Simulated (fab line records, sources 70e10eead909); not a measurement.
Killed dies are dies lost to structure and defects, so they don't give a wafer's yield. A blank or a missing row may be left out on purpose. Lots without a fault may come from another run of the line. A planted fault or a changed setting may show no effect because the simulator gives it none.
fab line records | flow nand_harc
record lots=6 wafers=18 last_day=22
route steps=1159 shown A_CONTACT@853 END@1159
lots that met no fault: from a run of the same line without faults
start_h: hours from the record's first day to the start of the lot's first wafer shown | wait_h: hours since the lot's step before | " the same as in the row above | L1.1+2: a row that stands for several wafers | - no value, or no start given | * or withheld: withheld | < > ~ a bound
route shown NAME@n: a module of which the file shows steps, and the number in the route of the first | usual: mean/standard deviation of fault-free wafers | same: alike in all rows | chamber/n: place in a boat | sites: the reading at each site | _std_site: their standard deviation | _edge_site: outer sites' mean less inner sites' | radius_mm: how far each site lies from the wafer's centre | mask NAME#n: copy n | behind: the tool/chamber that last shaped the wafer | hold: why the lot was held/for how many hours/how that ended | device: the transistor (n, p or np) that didn't switch | end of line: the same wafers' tests at the end of the route | a step without rows: its recipe alone | killed: dies lost to structure and defects at the first sort, not the wafer's yield | map: a wafer's dies, x killed, . not, _ none there
set.NAME: the setting as run; set.NAME@STEP: as run at that earlier step | model.NAME: the simulator's own value behind a step, which no gauge read
lots at some steps of the route; a table a step, a row a wafer
services: from which hour (start_h, from the record's first day; less than 0 if before it) a tool's chamber was out of use, for how many hours, and why
## steps
# step NHARC_A_CONTACT_DEVELOP_41
# recipe develop_time_s=35 dev_temp_c=23
# step NHARC_A_CONTACT_CD_MEAS_42
# recipe target_cd_nm=200 landing_energy_ev=500
# usual cd_nm=200.1/0.6
# same landing_energy_ev=500
# columns lot.wafer tool chamber start_h wait_h cd_nm
L461.1 cd_sem-02 0 371.61 - 201.2
L461.3 " 0 " " 199.7
L461.4 " 0 " " 200.0
L462.1 cd_sem-01 0 394.37 - 200.0
L462.2 " 0 " " 200.4
L462.5 " 0 " " 201.5
L466.1 cd_sem-01 0 401.15 - 200.3
L466.5 " 0 " " 200.4
L466.6 " 0 " " 201.0
L463.1 cd_sem-02 0 402.45 - 199.6
L463.4 " 0 " " 199.4
L463.5 " 0 " " 198.9
L469.1 cd_sem-02 0 440.64 - 200.5
L469.4 " 0 " " 200.8
L469.6 " 0 " " 199.7
L470.2 cd_sem-02 0 447.77 - 200.2
L470.5 " 0 " " 199.4
L470.6 " 0 " " 201.2
# step NHARC_A_CONTACT_OVL_MEAS_43
# usual overlay_x_nm=-0.1/0.68 overlay_y_nm=-0.4/0.8
# columns lot.wafer tool chamber start_h wait_h overlay_x_nm overlay_y_nm
L461.1 overlay-01 - 371.69 - 0.7 -0.7
L461.3 " - " " -0.5 0.1
L461.4 " - " " -0.2 -0.5
L462.1 overlay-02 - 394.46 - -0.3 -0.6
L462.2 " - " " -0.1 -1.0
L462.5 " - " " -0.2 -0.4
L466.1 overlay-01 - 401.24 - -1.0 -0.2
L466.5 " - " " -1.3 0.1
L466.6 " - " " -1.1 0.1
L463.1 overlay-01 - 402.55 - 0.7 -1.4
L463.4 " - " " 0.1 -1.2
L463.5 " - " " 0.3 -1.0
L469.1 overlay-01 - 440.73 - -0.4 0.7
L469.4 " - " " -0.7 0.7
L469.6 " - " " -0.9 1.0
L470.2 overlay-01 - 447.86 - 0.6 0.3
L470.5 " - " " 1.0 0.3
L470.6 " - " " 0.3 -0.2
# step NHARC_A_CONTACT_INSPECT_44
# usual raw_defect_count=27/14
# columns lot.wafer tool chamber start_h wait_h raw_defect_count
L461.1 defect_inspect-02 - 371.73 0.0 15
L461.3 " - " " 9
L461.4 " - " " 10
L462.1 defect_inspect-02 - 394.50 0.0 19
L462.2 " - " " 14
L462.5 " - " " 16
L466.1 defect_inspect-02 - 401.27 0.0 31
L466.5 " - " " 44
L466.6 " - " " 47
L463.1 defect_inspect-01 - 402.59 0.0 34
L463.4 " - " " 28
L463.5 " - " " 42
L469.1 defect_inspect-01 - 440.76 0.0 28
L469.4 " - " " 22
L469.6 " - " " 29
L470.2 defect_inspect-02 - 447.89 0.0 34
L470.5 " - " " 35
L470.6 " - " " 39
# step NHARC_A_CONTACT_DESCUM_47
# recipe time_s=3 o2_flow_sccm=200 ar_flow_sccm=0 bias_power_w=0 chemistry=O2
# step NHARC_A_CONTACT_ETCH_48
# recipe target_depth_a=390 over_etch_frac=0.3 time_s=65 ion_energy_ev=80 cf4_flow_sccm=150 ar_flow_sccm=0 rf_w=300 bias_w=100 chemistry=CF4
# step NHARC_A_CONTACT_ETCH_49
# recipe target_depth_a=2600 over_etch_frac=0.3 time_s=475.3 ion_energy_ev=200 n2_flow_sccm=150 h2_flow_sccm=150 ar_flow_sccm=0 rf_w=400 bias_w=150 chemistry=N2/H2
# step NHARC_A_CONTACT_ETCH_50
# recipe target_depth_a=847 time_s=42.4 cf4_flow_sccm=100 chf3_flow_sccm=30 ar_flow_sccm=0 rf_w=500 bias_w=200 chemistry=CF4/CHF3
# usual drypump_motor_current_A=5.7/0.42 oes_product_au=0.960/0.023 rf_vpp_V=370.7/1.8 showerhead_plenum_p_Torr=1.58/0.048 throttle_valve_pct=16.805/0.0096
# columns lot.wafer tool chamber start_h wait_h drypump_motor_current_A oes_product_au rf_hours_counter_h rf_vpp_V showerhead_plenum_p_Torr throttle_valve_pct
L461.3 rie_diel-13 1 - - 5.6 0.932 33 373.4 1.64 16.799
L461.1 " 2 " " 6.0 0.947 29 372.5 1.65 16.806
L461.4 " 3 " " 5.6 0.941 30 372.7 1.65 16.811
L462.2 rie_diel-05 1 - - 5.1 0.985 10 370.8 1.61 16.802
L462.1 " 2 " " 6.4 0.954 10 368.1 1.50 16.799
L462.5 " 0 " " 5.4 0.948 - 371.9 1.60 16.808
L466.1 rie_diel-05 0 - - 5.4 0.945 10 371.3 1.60 16.800
L466.6 " 3 " " 5.4 0.931 - 368.6 1.56 16.814
L466.5 " 0 " " 5.4 0.934 - 371.8 1.60 16.807
L463.1 rie_diel-13 1 - - 5.6 0.924 46 374.1 1.64 16.793
L463.4 " 2 " " 6.0 0.942 43 373.3 1.64 16.808
L463.5 " 0 " " 5.6 0.933 - 373.1 1.67 16.802
L469.1 rie_diel-07 3 - - 5.8 0.970 10 372.3 1.59 16.818
L469.4 " 1 " " 6.0 0.954 11 370.9 1.57 16.817
L469.6 " 3 " " 5.8 0.966 - 371.7 1.59 16.804
L470.2 rie_diel-13 3 - - 5.6 0.908 58 372.8 1.64 16.785
L470.6 " 3 " " 5.6 0.909 - 373.3 1.64 16.797
L470.5 " 0 " " 5.6 0.929 - 374.2 1.67 16.804
# step NHARC_A_CONTACT_ETCH_51
# recipe target_depth_a=36000 over_etch_frac=0.3 time_s=936 ion_energy_ev=150 o2_flow_sccm=400 cos_flow_sccm=20 ar_flow_sccm=0 rf_w=500 bias_w=300 chemistry=O2/COS
# usual drypump_motor_current_A=5.7/0.43 oes_product_au=1.003/0.014 rf_vpp_V=314.2/1.6 showerhead_plenum_p_Torr=3.13/0.095 throttle_valve_pct=28.329/0.01
# columns lot.wafer tool chamber start_h wait_h drypump_motor_current_A oes_product_au rf_hours_counter_h rf_vpp_V showerhead_plenum_p_Torr throttle_valve_pct
L461.4 rie_diel-13 3 - - 5.6 1.016 30 317.5 3.27 28.341
L461.3 " 0 " " 5.6 1.002 34 318.1 3.32 28.330
L461.1 " 1 " " 5.6 1.001 33 315.5 3.26 28.305
L462.2 rie_diel-05 1 - - 5.2 0.990 10 314.0 3.19 28.330
L462.1 " 0 " " 5.4 1.013 9 315.5 3.18 28.324
L462.5 " 2 " " 6.4 1.014 - 312.2 2.97 28.320
L466.1 rie_diel-05 2 - - 6.4 1.017 12 311.0 2.97 28.329
L466.6 " 2 " " 6.4 1.016 - 311.6 2.97 28.325
L466.5 " 3 " " 5.4 1.004 - 312.8 3.09 28.323
L463.4 rie_diel-13 0 - - 5.6 0.998 47 317.2 3.31 28.327
L463.1 " 2 " " 6.0 1.018 43 315.5 3.26 28.317
L463.5 " 0 " " 5.6 1.008 - 316.5 3.31 28.323
L469.4 rie_diel-07 0 - - 6.3 1.007 11 312.4 3.06 28.317
L469.1 " 2 " " 5.9 1.031 10 314.2 3.11 28.349
L469.6 " 0 " " 6.3 1.008 - 313.8 3.06 28.333
L470.2 rie_diel-13 0 - - 5.6 0.996 60 317.1 3.31 28.329
L470.5 " 2 " " 6.0 1.000 - 315.5 3.25 28.345
L470.6 " 3 " " 5.6 0.980 - 317.1 3.25 28.325
# step NHARC_A_CONTACT_ETCH_111
# recipe source_w=withheld pressure_mtorr=20 bias_v=withheld time_s=140 target_depth_a=7000 ar_flow_sccm=withheld c4f8_flow_sccm=withheld o2_flow_sccm=withheld chemistry=C4F8/O2/Ar
# step NHARC_A_CONTACT_ETCH_112
# recipe source_w=withheld pressure_mtorr=20 bias_v=3000 time_s=94 target_depth_a=9220 ar_flow_sccm=withheld c4f8_flow_sccm=withheld o2_flow_sccm=withheld chemistry=C4F8/O2/Ar
# step NHARC_A_CONTACT_ETCH_113
# recipe source_w=withheld pressure_mtorr=20 bias_v=3000 time_s=94 target_depth_a=9220 ar_flow_sccm=withheld c4f8_flow_sccm=withheld o2_flow_sccm=withheld chemistry=C4F8/O2/Ar
# step NHARC_A_CONTACT_ETCH_114
# recipe source_w=withheld pressure_mtorr=20 bias_v=3000 time_s=94 target_depth_a=9220 ar_flow_sccm=withheld c4f8_flow_sccm=withheld o2_flow_sccm=withheld chemistry=C4F8/O2/Ar
# usual oes_air_line_au=0.999/0.019
# columns lot.wafer tool chamber start_h wait_h oes_air_line_au rf_hours_counter_h
L461.1 har_cap_etch-02 1 373.66 0.1 1.010 9
L461.4 " 0 " " 1.017 -
L461.3 " 1 " " 1.006 -
L462.2 har_cap_etch-03 0 396.53 0.1 1.014 86
L462.1 " 1 " " 1.019 86
L462.5 " 0 " " 1.019 -
L466.1 har_cap_etch-02 1 403.36 0.1 0.984 14
L466.6 " 1 " " 0.986 -
L466.5 " 0 " " 0.997 -
L463.1 har_cap_etch-03 1 404.29 0.1 0.997 88
L463.4 " 0 " " 0.995 -
L463.5 " 0 " " 0.956 -
L469.1 har_cap_etch-02 0 442.61 0.1 1.030 19
L469.4 " 0 " " 1.008 -
L469.6 " 1 " " 0.967 -
L470.2 har_cap_etch-02 1 449.65 0.1 1.014 20
L470.5 " 0 " " 0.997 -
L470.6 " 1 " " 0.966 -
# step NHARC_A_CONTACT_ETCH_115
# recipe source_w=withheld pressure_mtorr=20 bias_v=3000 time_s=94 target_depth_a=9220 ar_flow_sccm=withheld c4f8_flow_sccm=withheld o2_flow_sccm=withheld chemistry=C4F8/O2/Ar
# step NHARC_A_CONTACT_ETCH_116
# recipe source_w=withheld pressure_mtorr=20 bias_v=3000 time_s=94 target_depth_a=9220 ar_flow_sccm=withheld c4f8_flow_sccm=withheld o2_flow_sccm=withheld chemistry=C4F8/O2/Ar
# step NHARC_A_CONTACT_ETCH_117
# recipe source_w=withheld pressure_mtorr=20 bias_v=3000 time_s=94 target_depth_a=9220 ar_flow_sccm=withheld c4f8_flow_sccm=withheld o2_flow_sccm=withheld chemistry=C4F8/O2/Ar
# usual oes_air_line_au=0.998/0.021
# columns lot.wafer tool chamber start_h wait_h oes_air_line_au rf_hours_counter_h
L461.1 har_cap_etch-02 1 373.97 0.1 0.979 10
L461.4 " 0 " " 1.002 -
L461.3 " 1 " " 0.975 -
L462.2 har_cap_etch-03 0 396.80 0.1 0.994 86
L462.1 " 1 " " 1.015 86
L462.5 " 0 " " 1.018 -
L466.1 har_cap_etch-02 1 403.72 0.1 0.985 15
L466.6 " 1 " " 0.975 -
L466.5 " 0 " " 0.979 -
L463.1 har_cap_etch-03 1 404.56 0.1 0.996 88
L463.4 " 0 " " 1.006 -
L463.5 " 0 " " 1.022 -
L469.1 har_cap_etch-02 0 442.89 0.1 0.992 19
L469.4 " 0 " " 1.014 -
L469.6 " 1 " " 1.004 -
L470.2 har_cap_etch-02 1 449.92 0.1 1.012 21
L470.5 " 0 " " 1.016 -
L470.6 " 1 " " 1.004 -
# step NHARC_A_CONTACT_ETCH_118
# recipe source_w=withheld pressure_mtorr=20 bias_v=3000 time_s=94 target_depth_a=9220 ar_flow_sccm=withheld c4f8_flow_sccm=withheld o2_flow_sccm=withheld chemistry=C4F8/O2/Ar
# step NHARC_A_CONTACT_ETCH_119
# recipe source_w=withheld pressure_mtorr=20 bias_v=3000 time_s=94 target_depth_a=9220 ar_flow_sccm=withheld c4f8_flow_sccm=withheld o2_flow_sccm=withheld chemistry=C4F8/O2/Ar
# step NHARC_A_CONTACT_ETCH_120
# recipe source_w=withheld pressure_mtorr=20 bias_v=3000 time_s=94 target_depth_a=9220 ar_flow_sccm=withheld c4f8_flow_sccm=withheld o2_flow_sccm=withheld chemistry=C4F8/O2/Ar
# step NHARC_A_CONTACT_ETCH_121
# recipe source_w=withheld pressure_mtorr=20 bias_v=3000 time_s=94 target_depth_a=9220 ar_flow_sccm=withheld c4f8_flow_sccm=withheld o2_flow_sccm=withheld chemistry=C4F8/O2/Ar
# usual oes_air_line_au=0.997/0.021
# columns lot.wafer tool chamber start_h wait_h oes_air_line_au rf_hours_counter_h
L461.1 har_cap_etch-02 1 374.45 0.1 1.041 10
L461.4 " 0 " " 0.968 -
L461.3 " 1 " " 0.995 -
L462.2 har_cap_etch-03 0 397.17 0.1 0.984 86
L462.1 " 1 " " 1.021 86
L462.5 " 0 " " 0.946 -
L466.1 har_cap_etch-02 1 404.20 0.1 1.038 15
L466.6 " 1 " " 1.005 -
L466.5 " 0 " " 1.033 -
L463.1 har_cap_etch-03 1 404.92 0.1 0.987 88
L463.4 " 0 " " 1.001 -
L463.5 " 0 " " 0.994 -
L469.1 har_cap_etch-02 0 443.25 0.1 0.942 20
L469.4 " 0 " " 0.972 -
L469.6 " 1 " " 0.959 -
L470.2 har_cap_etch-02 1 450.28 0.1 1.010 21
L470.5 " 0 " " 0.989 -
L470.6 " 1 " " 0.991 -
# step NHARC_A_CONTACT_ETCH_122
# recipe source_w=withheld pressure_mtorr=20 bias_v=3000 time_s=95 target_depth_a=9300 ar_flow_sccm=withheld c4f8_flow_sccm=withheld o2_flow_sccm=withheld chemistry=C4F8/O2/Ar
# step NHARC_A_CONTACT_ETCH_123
# recipe source_w=withheld pressure_mtorr=20 bias_v=400 time_s=253 target_depth_a=10900 ar_flow_sccm=withheld c4f8_flow_sccm=11.5 o2_flow_sccm=7.2 chemistry=C4F8/O2/Ar
# step NHARC_A_CONTACT_ETCH_90
# recipe target_depth_a=400 over_etch_frac=0.5 time_s=85.7 ion_energy_ev=120 ch3f_flow_sccm=50 o2_flow_sccm=30 ar_flow_sccm=200 rf_w=500 bias_w=100 chemistry=CH3F/O2
# step NHARC_A_CONTACT_ETCH_96
# recipe target_depth_a=200 over_etch_frac=0.5 time_s=10 ion_energy_ev=250 c4f6_flow_sccm=25 o2_flow_sccm=20 ar_flow_sccm=500 rf_w=600 bias_w=500 chemistry=C4F6/O2
# step NHARC_A_CONTACT_CD_MEAS_53
# usual cd_nm=189.6/0.78
# columns lot.wafer tool chamber start_h wait_h cd_nm
L461.1 cd_sem-03 - 375.60 - 189.1
L461.3 " - " " 190.2
L461.4 " - " " 189.3
L462.1 cd_sem-03 - 398.18 - 187.4
L462.2 " - " " 188.5
L462.5 " - " " 188.1
L466.1 cd_sem-01 - 405.48 - 189.8
L466.5 " - " " 189.3
L466.6 " - " " 189.9
L463.1 cd_sem-03 - 406.10 - 190.3
L463.4 " - " " 189.7
L463.5 " - " " 191.2
L469.1 cd_sem-03 - 444.24 - 188.1
L469.4 " - " " 189.7
L469.6 " - " " 190.0
L470.2 cd_sem-01 - 451.28 - 189.4
L470.5 " - " " 189.1
L470.6 " - " " 188.7
# step NHARC_A_CONTACT_STRIP_99
# recipe n2_flow_sccm=150 h2_flow_sccm=150 ar_flow_sccm=0 bias_w=0 chemistry=N2/H2
# step NHARC_A_CONTACT_STRIP_100
# recipe cf4_flow_sccm=100 chf3_flow_sccm=30 ar_flow_sccm=0 bias_w=0 chemistry=CF4/CHF3
# step NHARC_A_CONTACT_STRIP_101
# recipe o2_flow_sccm=400 cos_flow_sccm=20 ar_flow_sccm=0 bias_w=0 chemistry=O2/COS
# step NHARC_A_CONTACT_ETCH_102
# recipe target_depth_a=700 overetch_a=70 time_s=38.5 ion_energy_ev=100 cf4_flow_sccm=80 o2_flow_sccm=20 ar_flow_sccm=0 rf_w=300 bias_w=100 chemistry=CF4/O2
# step NHARC_A_CONTACT_STRIP_55
# recipe o2_flow_sccm=500 ar_flow_sccm=0 bias_w=0 chemistry=O2
# step NHARC_A_CONTACT_STRIP_56
# recipe time_s=600 temp_c=30 chemistry=post_etch_residue_remover
# step NHARC_A_CONTACT_DEP_57
# recipe target_thk_a=28000 temp_c=400 material=aC
# usual throttle_valve_pct=35.001/0.0094
# columns lot.wafer tool chamber start_h wait_h throttle_valve_pct
L461.1 acl_dep-03 0 377.66 - 35.011
L461.3 " 0 " " 34.988
L461.4 " 0 " " 34.987
L462.1 acl_dep-03 0 402.42 - 35.011
L462.2 " 0 " " 34.985
L462.5 " 0 " " 35.002
L466.1 acl_dep-01 0 410.54 - 35.008
L466.5 " 0 411.67 - 35.013
L466.6 " 0 " " 34.987
L463.1 acl_dep-02 0 411.02 - 35.027
L463.4 " 0 " " 35.007
L463.5 " 0 " " 35.012
L469.1 acl_dep-03 0 446.16 - 34.990
L469.4 " 0 " " 35.004
L469.6 " 0 " " 34.984
L470.2 acl_dep-03 0 453.77 - 35.005
L470.5 " 0 " " 35.009
L470.6 " 0 " " 35.012
# step NHARC_A_CONTACT_DEP_58
# recipe target_thk_a=600 target_thk_nm=60 temp_c=400 pressure_torr=3.5 flow_sccm=200 rf_w=350 material=SiON
# step NHARC_A_CONTACT_DEHYDRATE_59
# recipe temp_c=150 time_s=120
# step NHARC_A_CONTACT_HMDS_60
# recipe time_s=30
# step NHARC_A_CONTACT_COAT_61
# recipe temp_c=260 time_s=75
# step NHARC_A_CONTACT_COAT_62
# recipe temp_c=225 time_s=65
# step NHARC_A_CONTACT_COAT_63
# recipe spin_rpm=1500 resist_thk_nm=90
# step NHARC_A_CONTACT_SOFTBAKE_64
# recipe temp_c=105 time_s=55
# step NHARC_A_CONTACT_EBR_65
# step NHARC_A_CONTACT_EXPOSE_66
# recipe na=1.35 sigma_outer=0.8 dose_mj=59.02 mask_id=A_CC_2
# step NHARC_A_CONTACT_PEB_67
# recipe peb_temp_c=100 peb_time_s=65
# step NHARC_END_SORT_01
# recipe temp_c=25
# usual killed_at_array=29/11 killed_at_other=0.5/0.89 killed_at_periphery=3.3/2 killed_dies=32/11 killed_open=3.1/1.9 killed_short=2.3/1.6
# same gross_dies=677
# columns lot.wafer tool chamber start_h wait_h killed_at_array killed_at_other killed_at_periphery killed_dies killed_open killed_short
L461.1 prober-01 0 441.12 2.5 18 0 3 21 1 6
L461.3 prober-01 0 442.71 3.1 12 0 3 15 2 5
L461.4 prober-01 0 443.51 3.4 14 0 2 16 2 1
L462.1 prober-01 0 465.57 2.5 32 0 0 32 1 2
L462.2 prober-01 0 466.36 2.8 23 0 2 25 3 0
L462.5 prober-01 0 468.75 3.7 23 0 4 27 4 1
L469.1 prober-02 0 511.08 2.5 30 0 2 32 3 5
L469.4 prober-02 0 513.47 3.4 23 0 6 29 8 1
L469.6 prober-02 0 515.06 4.0 62 1 3 66 2 3
L470.2 prober-01 0 519.70 2.8 67 0 3 70 3 2
L470.6 prober-01 0 522.91 4.0 65 0 2 67 1 4
# killed by level:class
L461.1 A_SGD_CUT:chamber_film_flake=5 A_CHANNEL_HOLE_D1:chamber_film_flake=4 A_SLIT:chamber_film_flake=3 P_CONTACT:geometric_particle:short=2 A_M0:chamber_film_flake=2 P_STI:geometric_particle:short=1 A_CHANNEL_FILL_D1:geometric_particle:short=1 A_SLIT:geometric_particle:short=1
L461.3 A_SGD_CUT:chamber_film_flake=3 A_CHANNEL_HOLE_D1:chamber_film_flake=2 P_GATE:geometric_particle:short=1 P_GATE:geometric_particle:open=1 A_SOURCE_PLATE:geometric_particle:short=1 A_ONON_D1:geometric_particle:short=1 A_CONTACT:geometric_particle:open=1 A_CONTACT:geometric_particle:short=1
L461.4 A_SGD_CUT:chamber_film_flake=5 A_CONTACT:chamber_film_flake=3 A_STAIRCASE:chamber_film_flake=2 P_M0:geometric_particle:short=1 A_SOURCE_PLATE:geometric_particle:open=1 A_M0:geometric_particle:open=1 P_GATE:chamber_film_flake=1 A_CHANNEL_HOLE_D1:chamber_film_flake=1
L462.1 A_CHANNEL_HOLE_D1:chamber_film_flake=13 A_CONTACT:chamber_film_flake=9 A_M1:chamber_film_flake=3 A_CONTACT:geometric_particle:short=2 A_STAIRCASE:chamber_film_flake=2 A_SGD_CUT:geometric_particle:open=1 A_ZERO_WELL:chamber_film_flake=1 A_WL_FILL:chamber_film_flake=1
L462.2 A_CHANNEL_HOLE_D1:chamber_film_flake=10 A_CONTACT:chamber_film_flake=8 A_M1:chamber_film_flake=2 P_M0:geometric_particle:open=1 A_CONTACT:geometric_particle:open=1 A_M0:geometric_particle:open=1 P_CONTACT:chamber_film_flake=1 A_ZERO_WELL:chamber_film_flake=1
L462.5 A_CHANNEL_HOLE_D1:chamber_film_flake=11 A_CONTACT:chamber_film_flake=4 A_ONON_D1:geometric_particle:open=2 P_CONTACT:chamber_film_flake=2 P_M2:geometric_particle:open=1 A_CHANNEL_FILL_D1:geometric_particle:short=1 A_BLC:geometric_particle:open=1 P_GATE:chamber_film_flake=1
L469.1 A_CHANNEL_HOLE_D1:chamber_film_flake=20 A_CONTACT:chamber_film_flake=3 A_CHANNEL_HOLE_D1:geometric_particle:short=2 P_CONTACT:geometric_particle:open=1 P_M0:geometric_particle:open=1 A_ONON_D1:geometric_particle:short=1 A_CHANNEL_FILL_D1:geometric_particle:short=1 A_CONTACT:geometric_particle:short=1
L469.4 A_CHANNEL_HOLE_D1:chamber_film_flake=12 P_M0:geometric_particle:open=4 A_STAIRCASE:chamber_film_flake=3 A_WL_FILL:chamber_film_flake=2 P_M0:geometric_particle:short=1 A_CHANNEL_FILL_D1:geometric_particle:open=1 A_WL_FILL:geometric_particle:open=1 A_CONTACT:geometric_particle:open=1
L469.6 A_CONTACT:unspecified=30 A_CHANNEL_HOLE_D1:chamber_film_flake=20 A_STAIRCASE:chamber_film_flake=4 A_CONTACT:chamber_film_flake=4 P_GATE:geometric_particle:short=1 P_M0:geometric_particle:open=1 A_ONON_D1:geometric_particle:short=1 A_CHANNEL_FILL_D1:geometric_particle:short=1
L470.2 A_CONTACT:unspecified=31 A_SLIT:chamber_film_flake=16 A_CHANNEL_HOLE_D1:chamber_film_flake=9 A_CONTACT:chamber_film_flake=4 A_CONTACT:geometric_particle:open=3 P_ZERO_WELL:chamber_film_flake=2 A_STAIRCASE:chamber_film_flake=2 A_CHANNEL_FILL_D1:geometric_particle:short=1
L470.6 A_CONTACT:unspecified=31 A_SLIT:chamber_film_flake=18 A_CHANNEL_HOLE_D1:chamber_film_flake=6 A_STAIRCASE:chamber_film_flake=4 A_WL_FILL:geometric_particle:short=2 A_CONTACT:chamber_film_flake=2 P_M1:geometric_particle:short=1 A_ONON_D1:geometric_particle:short=1
# map L469.6 (x killed, . not)
____________.____________
_________......._________
_______..........._______
______.............______
_____..............._____
____.................____
____.................____
___......x............___
___.....x........x....___
__.....................__
__.....................__
_......................._
_......................._
_......................._
_......................._
_.x.........x..........._
.........................
.........................
.........................
..............x..........
......................xx.
_.....................xx_
_....................xxx_
_......xxx.x.x.......xxx_
_..........x.x......xxxx_
_x................x.xxxx_
__......xx.x.x....x..xx__
__...xxxxxxx.......xxxx__
___......x..........xx___
___.x...x.x.x......x.x___
____.....x..x.......x____
____...............x.____
_____...x..........._____
______..x..........______
_______..........._______
_________......._________
____________.____________
# map L470.2 (x killed, . not)
____________.____________
_________......._________
_______..........._______
______x............______
_____..............._____
____..........x......____
____.........xx.....x____
___............xx.....___
___x........x..xx.....___
__.....x.......x......x__
__............xxx......__
_............x.x....x..._
_............x.x........_
_......x........x......._
_...............x..x...._
_......................._
.........................
.........................
......................x..
x.......x............x...
.......................x.
_...................xxxx_
_....................xxx_
_....................xxx_
_...................xxxx_
_..................xxxxx_
__..................xxx__
__..................xxx__
___...........x.....xx___
___.................xx___
____..........x......____
____.......x.........____
_____......x........_____
______........xx.xx______
_______.....x....._______
_________.x....._________
____________.____________
## services
# columns tool chamber start_h hours kind
acl_dep-02 - 352.91 13.0 pm
rie_diel-13 0 358.83 - clean
rie_diel-13 1 358.83 - clean
rie_diel-13 2 358.83 - clean
rie_diel-13 3 358.83 - clean
rie_diel-13 - 377.73 0.4 repair
rie_diel-13 0 383.33 - clean
rie_diel-13 1 383.33 - clean
rie_diel-13 2 383.33 - clean
rie_diel-13 3 383.33 - clean
rie_diel-05 1 392.31 2.7 repair
rie_diel-07 - 405.27 9.0 pm
acl_dep-03 - 405.44 13.0 pm
rie_diel-13 0 407.83 - clean
rie_diel-13 1 407.83 - clean
rie_diel-13 2 407.83 - clean
rie_diel-13 3 407.83 - clean
rie_diel-05 3 429.14 11.9 repair
rie_diel-13 0 432.33 - clean
rie_diel-13 1 432.33 - clean
rie_diel-13 2 432.33 - clean
rie_diel-13 3 432.33 - clean
rie_diel-13 - 453.44 9.0 pm
rie_diel-13 0 453.44 9.0 vent_cycle
## key
first_sign step=NHARC_END_SORT_01 reading=killed_at_array direction=up sigmas=3.3 usual=29 struck=65
effect step=NHARC_END_SORT_01 reading=killed_dies direction=up sigmas=3.2 usual=32 struck=68
more_kills_born_at NHARC_A_CONTACT_ETCH_114@har_cap_etch-02=92
met_at NHARC_A_CONTACT_ETCH_114
struck_wafers L469.6,L470.2,L470.6
tester_left_out L469,L470
onset_between 403.36 442.61
fault kind=chamber_particle_source tool=har_cap_etch-02 chamber=1 onset_h=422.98 steps=NHARC_A_CONTACT_ETCH_114 rate_per_visit_cm2=0.65651 end_h=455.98
# tester_left_out: of these lots the tester's yield and bins aren't shown, on N5 and GAA mostly nor the transistor test; their killed dies are dies lost to structure and defects alone, not to doping, threshold or leakage, so they don't give the yield
